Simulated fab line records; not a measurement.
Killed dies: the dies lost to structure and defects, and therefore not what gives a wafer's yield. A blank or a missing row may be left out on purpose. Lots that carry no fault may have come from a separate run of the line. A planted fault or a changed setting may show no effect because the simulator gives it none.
Split-lot experiment || flow n5Finfet || route with 1938 steps; 7 lots, 21 wafers read

## SPLIT DETAILS
At N5_BEOL_M2_DESCUM_33 (chemistry O2, time 7 s), the setting timeS was moved away from the recipe's 7 s on 3 of the 21 wafers read, by -6.2% to +19.0%. The other wafers ran this setting at the recipe's value.

The reading comes from the split's own step.

## THE READING
CAR-EUV_of_BEOL_M2_COAT_22.thkNm (the simulator's own value, which no gauge read), in nm, at N5_BEOL_M2_DESCUM_33 (chemistry O2, time 7 s). There is no usual value for it anywhere in the file. Here, 18 wafers ran the recipe; their average is 26.1 nm with a standard deviation of 0.12 nm.

{"wafer": "L076.2", "tool, chamber at the split": "rieDiel-01, 3", "timeS as run, s": 8.331, "against the recipe": "+19.0%", "CAR-EUV_of_BEOL_M2_COAT_22.thkNm, nm": 25.4, "against lot-mates on the recipe": -0.6}
{"wafer": "L076.4", "tool, chamber at the split": "rieDiel-01, 2", "timeS as run, s": 7, "against the recipe": "recipe", "CAR-EUV_of_BEOL_M2_COAT_22.thkNm, nm": 26, "against lot-mates on the recipe": "-"}
{"wafer": "L076.5", "tool, chamber at the split": "rieDiel-01, 2", "timeS as run, s": 8.331, "against the recipe": "+19.0%", "CAR-EUV_of_BEOL_M2_COAT_22.thkNm, nm": 25.2, "against lot-mates on the recipe": -0.8}
{"wafer": "L085.1", "tool, chamber at the split": "rieDiel-01, 2,0,3", "timeS as run, s": 7, "against the recipe": "recipe", "CAR-EUV_of_BEOL_M2_COAT_22.thkNm, nm": 26, "against lot-mates on the recipe": "-"}
{"wafer": "L085.2", "tool, chamber at the split": "rieDiel-01, 2,0,3", "timeS as run, s": 7, "against the recipe": "recipe", "CAR-EUV_of_BEOL_M2_COAT_22.thkNm, nm": 26, "against lot-mates on the recipe": "-"}
{"wafer": "L085.4", "tool, chamber at the split": "rieDiel-01, 2,0,3", "timeS as run, s": 7, "against the recipe": "recipe", "CAR-EUV_of_BEOL_M2_COAT_22.thkNm, nm": 26, "against lot-mates on the recipe": "-"}
{"wafer": "L086.1", "tool, chamber at the split": "rieDiel-04, 2,1", "timeS as run, s": 7, "against the recipe": "recipe", "CAR-EUV_of_BEOL_M2_COAT_22.thkNm, nm": 26, "against lot-mates on the recipe": "-"}
{"wafer": "L086.5", "tool, chamber at the split": "rieDiel-04, 2,1", "timeS as run, s": 7, "against the recipe": "recipe", "CAR-EUV_of_BEOL_M2_COAT_22.thkNm, nm": 26, "against lot-mates on the recipe": "-"}
{"wafer": "L086.6", "tool, chamber at the split": "rieDiel-04, 2", "timeS as run, s": 6.569, "against the recipe": "-6.2%", "CAR-EUV_of_BEOL_M2_COAT_22.thkNm, nm": 26.2, "against lot-mates on the recipe": "+0.2"}
{"wafer": "L087.1", "tool, chamber at the split": "rieDiel-01, 3,2,1", "timeS as run, s": 7, "against the recipe": "recipe", "CAR-EUV_of_BEOL_M2_COAT_22.thkNm, nm": 26.2, "against lot-mates on the recipe": "-"}
{"wafer": "L087.4", "tool, chamber at the split": "rieDiel-01, 3,2,1", "timeS as run, s": 7, "against the recipe": "recipe", "CAR-EUV_of_BEOL_M2_COAT_22.thkNm, nm": 26.2, "against lot-mates on the recipe": "-"}
{"wafer": "L087.6", "tool, chamber at the split": "rieDiel-01, 3,2,1", "timeS as run, s": 7, "against the recipe": "recipe", "CAR-EUV_of_BEOL_M2_COAT_22.thkNm, nm": 26.2, "against lot-mates on the recipe": "-"}
{"wafer": "L091.2", "tool, chamber at the split": "rieDiel-04, 2,3,2", "timeS as run, s": 7, "against the recipe": "recipe", "CAR-EUV_of_BEOL_M2_COAT_22.thkNm, nm": 26, "against lot-mates on the recipe": "-"}
{"wafer": "L091.3", "tool, chamber at the split": "rieDiel-04, 2,3,2", "timeS as run, s": 7, "against the recipe": "recipe", "CAR-EUV_of_BEOL_M2_COAT_22.thkNm, nm": 26, "against lot-mates on the recipe": "-"}
{"wafer": "L091.4", "tool, chamber at the split": "rieDiel-04, 2,3,2", "timeS as run, s": 7, "against the recipe": "recipe", "CAR-EUV_of_BEOL_M2_COAT_22.thkNm, nm": 26, "against lot-mates on the recipe": "-"}
{"wafer": "L095.1", "tool, chamber at the split": "rieDiel-01, 2,3,1", "timeS as run, s": 7, "against the recipe": "recipe", "CAR-EUV_of_BEOL_M2_COAT_22.thkNm, nm": 26, "against lot-mates on the recipe": "-"}
{"wafer": "L095.3", "tool, chamber at the split": "rieDiel-01, 2,3,1", "timeS as run, s": 7, "against the recipe": "recipe", "CAR-EUV_of_BEOL_M2_COAT_22.thkNm, nm": 26, "against lot-mates on the recipe": "-"}
{"wafer": "L095.4", "tool, chamber at the split": "rieDiel-01, 2,3,1", "timeS as run, s": 7, "against the recipe": "recipe", "CAR-EUV_of_BEOL_M2_COAT_22.thkNm, nm": 26, "against lot-mates on the recipe": "-"}
{"wafer": "L096.2", "tool, chamber at the split": "rieDiel-04, 1", "timeS as run, s": 7, "against the recipe": "recipe", "CAR-EUV_of_BEOL_M2_COAT_22.thkNm, nm": 26.4, "against lot-mates on the recipe": "-"}
{"wafer": "L096.3", "tool, chamber at the split": "rieDiel-04, 3,2", "timeS as run, s": 7, "against the recipe": "recipe", "CAR-EUV_of_BEOL_M2_COAT_22.thkNm, nm": 26.2, "against lot-mates on the recipe": "-"}
{"wafer": "L096.5", "tool, chamber at the split": "rieDiel-04, 3,2", "timeS as run, s": 7, "against the recipe": "recipe", "CAR-EUV_of_BEOL_M2_COAT_22.thkNm, nm": 26.2, "against lot-mates on the recipe": "-"}
Rows listing several chambers each stand for several wafers; the file does not say which wafer went through which chamber.

FIT RESULTS
A straight line over all 21 wafers: CAR-EUV_of_BEOL_M2_COAT_22.thkNm changes by -0.0395 nm for each +1% of timeS; r = -0.89; the points scatter about the line by 0.12 nm.
The same after taking each lot's own level away (the mean of its wafers on the recipe; 21 wafers): -0.0365 nm for each +1%; r = -0.98; scatter 0.05 nm.
According to that fit, moving timeS by its largest amount changes the reading by 0.69 nm.
The span of the lots' own levels, 26.00 to 26.27 nm, comes to 2.3 times the standard deviation stated above.
Hence the lot-to-lot level has little effect on the slope; both slopes agree.
Check: -0.784 nm against its lot-mates is what the line predicts for one of the wafers moved furthest among these (+19.0%) when that wafer is left out of the fit. It came out at -0.6 nm against them.

## FURTHER SPLITS ON THESE WAFERS
Other splits were also applied to these wafers ahead of the reading. Each is held against what the fit with the lots' levels taken away leaves over:
{"other split on the same wafers": "N5_BEOL_M0_SAQP_DESCUM_45 timeS", "wafers away from the commonest value": 10, "r with CAR-EUV_of_BEOL_M2_COAT_22.thkNm (lot level and that fit taken away)": -0.26}
{"other split on the same wafers": "N5_BEOL_M1_HM_DEP_02 targetThkA", "wafers away from the commonest value": 3, "r with CAR-EUV_of_BEOL_M2_COAT_22.thkNm (lot level and that fit taken away)": -0.15}
{"other split on the same wafers": "N5_BEOL_M1_EXPOSE_08 doseMj", "wafers away from the commonest value": 10, "r with CAR-EUV_of_BEOL_M2_COAT_22.thkNm (lot level and that fit taken away)": "+0.17"}
{"other split on the same wafers": "N5_BEOL_M1_ETCH_64 biasW", "wafers away from the commonest value": 10, "r with CAR-EUV_of_BEOL_M2_COAT_22.thkNm (lot level and that fit taken away)": -0.21}

## THE FILE'S OWN FIT
CAR-EUV_of_BEOL_M2_COAT_22.thkNm changes by -0.0364 nm for each +1% of timeS, r = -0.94.
